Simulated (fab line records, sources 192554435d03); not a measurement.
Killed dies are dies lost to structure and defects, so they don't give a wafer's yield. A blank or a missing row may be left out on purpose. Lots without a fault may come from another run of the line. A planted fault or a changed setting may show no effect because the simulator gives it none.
Chamber matching | flow n5_finfet | N5_BEOL_M3_STRIP_36 on rie_diel-03: 4 sister chambers
The step strips in N2/H2. 14 wafers are shown with their chamber, then 7 later ones without.

WAFERS WITH THEIR CHAMBER
wafer  | chamber | showerhead_plenum_p_Torr (Torr) | drypump_motor_current_A (A) | oes_product_au (a.u.)
L081.1 | 0       | 2.47                            | 5.3                         | 0.83
L081.2 | 1       | 2.60                            | 4.8                         | 0.91
L081.5 | 0       | 2.47                            | 5.3                         | 0.84
L082.1 | 2       | 2.60                            | 5.8                         | 0.70
L082.3 | 3       | 2.56                            | 6.6                         | 0.82
L082.5 | 0       | 2.46                            | 5.3                         | 0.83
L088.2 | 3       | 2.56                            | 6.7                         | 0.82
L088.4 | 2       | 2.60                            | 5.7                         | 0.69
L088.6 | 0       | 2.46                            | 5.3                         | 0.82
L092.3 | 1       | 2.60                            | 4.8                         | 0.87
L092.4 | 0       | 2.46                            | 5.3                         | 0.81
L092.5 | 3       | 2.56                            | 6.6                         | 0.81
L091.1 | 3       | 2.56                            | 6.6                         | 0.80
L091.2 | 1       | 2.60                            | 4.8                         | 0.88

SIGNATURES (means of the wafers above)
reading                  | chamber 0 | chamber 1 | chamber 2 | chamber 3 | scatter within a chamber
showerhead_plenum_p_Torr | 2.4640    | 2.6000    | 2.6000    | 2.5600    | 0.00346
drypump_motor_current_A  | 5.300     | 4.800     | 5.750     | 6.625     | 0.0354
oes_product_au           | 0.8260    | 0.8867    | 0.6950    | 0.8125    | 0.0131
Rule: a wafer's distance from a chamber is the root of the sum, over the readings, of the square of ((its reading less the chamber's mean) divided by the reading's scatter). The wafer belongs to the nearest chamber; if the next one is less than 2 further off, it can't be placed. The scatter: the root of (the sum of the squares of (reading less its chamber's mean) over the shown wafers, divided by (wafers less chambers)).

WAFERS WITHOUT THEIR CHAMBER
wafer  | showerhead_plenum_p_Torr (Torr) | drypump_motor_current_A (A) | oes_product_au (a.u.)
L091.6 | 2.60                            | 4.8                         | 0.87
L093.2 | 2.59                            | 4.8                         | 0.85
L093.4 | 2.46                            | 5.4                         | 0.81
L093.5 | 2.59                            | 4.8                         | 0.86
L096.1 | 2.55                            | 6.6                         | 0.79
L096.2 | 2.59                            | 5.7                         | 0.98
L096.3 | 2.46                            | 5.3                         | 0.80

WHICH CHAMBER EACH WENT THROUGH
wafer  | from the rows above | in truth
L091.6 | 1                   | 1
L093.2 | 1                   | 1
L093.4 | 0                   | 0
L093.5 | 1                   | 1
L096.1 | 3                   | 3
L096.2 | 2                   | 2
L096.3 | 0                   | 0
Placed correctly: 7 of 7. Can't be placed from these rows: 0. Placed wrongly: 0.
